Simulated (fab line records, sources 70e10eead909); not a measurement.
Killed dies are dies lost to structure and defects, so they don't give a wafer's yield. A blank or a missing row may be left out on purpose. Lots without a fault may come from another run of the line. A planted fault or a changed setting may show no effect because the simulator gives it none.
Chamber matching | flow nand_harc | NHARC_P_GATE_DESCUM_31 on rie_diel-04: 4 sister chambers
The step chemistry O2, time 3 s. 4 wafers are shown with their chamber, then 9 later ones without.

WAFERS WITH THEIR CHAMBER
wafer  | chamber | showerhead_plenum_p_Torr (Torr)
L085.2 | 0       | 1.92
L085.4 | 2       | 1.91
L087.4 | 1       | 1.93
L087.5 | 3       | 1.84

WAFERS WITHOUT THEIR CHAMBER
wafer  | showerhead_plenum_p_Torr (Torr)
L089.1 | 1.92
L089.3 | 1.90
L089.4 | 1.93
L093.1 | 1.84
L093.3 | 1.92
L093.6 | 1.92
L097.1 | 1.92
L097.4 | 1.83
L097.6 | 1.92

WHICH CHAMBER EACH WENT THROUGH
wafer  | from the rows above | in truth
L089.1 | 0                   | 0
L089.3 | 2                   | 2
L089.4 | 1                   | 1
L093.1 | 3                   | 3
L093.3 | 0                   | 0
L093.6 | 0                   | 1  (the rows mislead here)
L097.1 | 0                   | 0
L097.4 | 3                   | 3
L097.6 | 0                   | 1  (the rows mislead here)
Placed correctly: 7 of 9. Can't be placed from these rows: 0. Placed wrongly: 2.
How it was worked out, from the rows above alone: a wafer's distance from a chamber is the root of the sum, over the readings, of the square of ((its reading less the chamber's mean) divided by the reading's scatter). The wafer belongs to the nearest chamber; if the next one is less than 2 further off, it can't be placed. A chamber's mean is the mean of its shown wafers. The scatter: with one shown wafer a chamber, the root of the mean of the squares of how far each hidden wafer lies from its nearest shown one.
